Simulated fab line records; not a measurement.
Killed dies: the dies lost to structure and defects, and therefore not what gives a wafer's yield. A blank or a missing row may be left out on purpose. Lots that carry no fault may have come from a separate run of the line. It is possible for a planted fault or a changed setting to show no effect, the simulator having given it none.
Chamber matching || flow n5-finfet || rie-diel-03 running N5_BEOL_M0_SAQP_STRIP_75: 4 sister chambers
The step strips in CF4. 4 wafers are shown with their chamber, then 7 later ones without.

== WAFERS, EACH WITH ITS CHAMBER ==
{"wafer": "L078.6", "chamber": 1, "showerhead-plenum-p-Torr (Torr)": 1.89}
{"wafer": "L082.2", "chamber": 2, "showerhead-plenum-p-Torr (Torr)": 1.90}
{"wafer": "L087.1", "chamber": 3, "showerhead-plenum-p-Torr (Torr)": 1.79}
{"wafer": "L087.2", "chamber": 0, "showerhead-plenum-p-Torr (Torr)": 1.76}

== WAFERS WHOSE CHAMBER IS MISSING ==
{"wafer": "L087.3", "showerhead-plenum-p-Torr (Torr)": 1.89}
{"wafer": "L089.1", "showerhead-plenum-p-Torr (Torr)": 1.90}
{"wafer": "L089.2", "showerhead-plenum-p-Torr (Torr)": 1.89}
{"wafer": "L089.5", "showerhead-plenum-p-Torr (Torr)": 1.89}
{"wafer": "L093.1", "showerhead-plenum-p-Torr (Torr)": 1.89}
{"wafer": "L093.3", "showerhead-plenum-p-Torr (Torr)": 1.88}
{"wafer": "L093.4", "showerhead-plenum-p-Torr (Torr)": 1.90}

== EACH ONE'S CHAMBER ==
{"wafer": "L087.3", "from the rows above": 1, "in truth": 1}
{"wafer": "L089.1", "from the rows above": 2, "in truth": 2}
{"wafer": "L089.2", "from the rows above": 1, "in truth": 1}
{"wafer": "L089.5", "from the rows above": 1, "in truth": 1}
{"wafer": "L093.1", "from the rows above": 1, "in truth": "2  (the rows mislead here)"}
{"wafer": "L093.3", "from the rows above": 1, "in truth": 1}
{"wafer": "L093.4", "from the rows above": 2, "in truth": 2}
Correctly placed: 6 of 7. Can't be placed from these rows: 0. Placed wrongly: 1.
How it was worked out, from the rows above alone: a wafer's distance from a chamber is the root of the sum, over the readings, of the square of ((its reading less the chamber's mean) divided by the reading's scatter). If the next closest chamber is less than 2 further off than the closest, the wafer can't be placed; otherwise it belongs to the closest. The mean given for a chamber averages the wafers shown for that chamber. The scatter (one wafer shown for each chamber): square how far every hidden wafer sits from the nearest shown wafer, average those squares and take the square root.
